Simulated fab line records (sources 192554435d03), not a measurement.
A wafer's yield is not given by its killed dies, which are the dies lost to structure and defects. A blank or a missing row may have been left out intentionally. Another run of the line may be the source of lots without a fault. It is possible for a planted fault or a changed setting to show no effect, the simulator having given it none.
Split-lot trial | flow n5_finfet | 7 lots, 39 wafers read, on a route of 1938 steps

## THE SPLIT
At N5_DUMMY_GATE_ETCH_32 (etches SiO2 in CF4, target depth 3.5 nm, time 3.9 s), the setting time_s was moved away from the recipe's 3.9 s on 18 of the 39 wafers read, by -15.3% to +22.4%. For the rest of the wafers, this setting stayed at what the recipe calls for.

The reading comes from the split's own step.

## THE READING
etch.depth_nm (the simulator's own value, which no gauge read), in nm, at N5_DUMMY_GATE_ETCH_32 (etches SiO2 in CF4, target depth 3.5 nm, time 3.9 s). The file gives no usual value for it. Average 3.476 nm, standard deviation 0.044 nm, over the 21 wafers here run with the recipe.

wafer  | tool, chamber at the split | time_s as run, s | against the recipe | etch.depth_nm, nm | against lot-mates on the recipe
L082.1 | rie_si-02, 0               | 4.358            | +11.7%             | 3.845             | +0.361
L082.2 | rie_si-02, 3               | 3.9              | recipe             | 3.472             | -
L082.3 | rie_si-02, 1               | 4.358            | +11.7%             | 3.852             | +0.368
L082.4 | rie_si-02, 2               | 3.9              | recipe             | 3.541             | -
L082.5 | rie_si-02, 3               | 4.358            | +11.7%             | 3.886             | +0.402
L082.6 | rie_si-02, 0               | 3.9              | recipe             | 3.44              | -
L083.1 | rie_si-02, 0               | 3.9              | recipe             | 3.402             | -
L083.2 | rie_si-02, 1               | 3.9              | recipe             | 3.434             | -
L083.3 | rie_si-02, 3               | 3.9              | recipe             | 3.499             | -
L085.1 | rie_si-02, 2               | 3.9              | recipe             | 3.482             | -
L085.2 | rie_si-02, 1               | 3.9              | recipe             | 3.422             | -
L085.3 | rie_si-02, 3               | 3.428            | -12.1%             | 3.035             | -0.434
L085.4 | rie_si-02, 0               | 3.428            | -12.1%             | 3.023             | -0.446
L085.5 | rie_si-02, 2               | 3.9              | recipe             | 3.504             | -
L085.6 | rie_si-02, 3               | 3.428            | -12.1%             | 3.032             | -0.437
L087.1 | rie_si-02, 3               | 4.772            | +22.4%             | 4.299             | +0.799
L087.2 | rie_si-02, 0               | 4.772            | +22.4%             | 4.286             | +0.786
L087.3 | rie_si-02, 1               | 3.9              | recipe             | 3.485             | -
L087.4 | rie_si-02, 2               | 4.772            | +22.4%             | 4.322             | +0.822
L087.5 | rie_si-02, 3               | 3.9              | recipe             | 3.494             | -
L087.6 | rie_si-02, 2               | 3.9              | recipe             | 3.52              | -
L091.1 | rie_si-01, 3               | 3.9              | recipe             | 3.577             | -
L091.2 | rie_si-01, 0               | 3.336            | -14.5%             | 2.998             | -0.531
L091.3 | rie_si-01, 1               | 3.9              | recipe             | 3.494             | -
L091.4 | rie_si-01, 2               | 3.336            | -14.5%             | 3.001             | -0.528
L091.5 | rie_si-01, 3               | 3.336            | -14.5%             | 3.077             | -0.452
L091.6 | rie_si-01, 2               | 3.9              | recipe             | 3.515             | -
L096.1 | rie_si-02, 1               | 3.9              | recipe             | 3.436             | -
L096.2 | rie_si-02, 3               | 3.303            | -15.3%             | 2.96              | -0.494
L096.3 | rie_si-02, 2               | 3.9              | recipe             | 3.476             | -
L096.4 | rie_si-02, 0               | 3.9              | recipe             | 3.451             | -
L096.5 | rie_si-02, 2               | 3.303            | -15.3%             | 2.961             | -0.493
L096.6 | rie_si-02, 3               | 3.303            | -15.3%             | 2.959             | -0.495
L097.1 | rie_si-06, 1               | 3.9              | recipe             | 3.493             | -
L097.2 | rie_si-06, 0               | 3.557            | -8.8%              | 3.144             | -0.307
L097.3 | rie_si-06, 3               | 3.9              | recipe             | 3.466             | -
L097.4 | rie_si-06, 2               | 3.9              | recipe             | 3.394             | -
L097.5 | rie_si-06, 0               | 3.557            | -8.8%              | 3.132             | -0.319
L097.6 | rie_si-06, 1               | 3.557            | -8.8%              | 3.158             | -0.293

FIT RESULTS
A straight line over all 39 wafers: etch.depth_nm changes by +0.0351 nm for each +1% of time_s; r = +0.99; the points scatter about the line by 0.043 nm.
The same after taking each lot's own level away (the mean of its wafers on the recipe; 39 wafers): +0.0347 nm for each +1%; r = +1.00; scatter 0.033 nm.
That fit puts the effect of the largest move of time_s on the reading at 0.78 nm.
Measured against the standard deviation above, the lots' own levels, which go from 3.4450 to 3.5287 nm, span 1.9 times it.
Hence the lot-to-lot level has little effect on the slope; both slopes agree.
Check: +0.771 nm against its lot-mates is what the line predicts for one of the wafers moved furthest among these (+22.4%) when that wafer is left out of the fit. It came out at +0.799 nm against them.

## THESE WAFERS: OTHER SPLITS
Note: prior to the reading, these wafers also went through further splits. Each is held against what the fit with the lots' levels taken away leaves over:
other split on the same wafers | wafers away from the commonest value | r with etch.depth_nm (lot level and that fit taken away)
N5_DUMMY_GATE_ETCH_37 source_w | 12                                   | -0.06

## THE FILE'S OWN FIT
etch.depth_nm changes by +0.0347 nm for each +1% of time_s, r = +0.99.
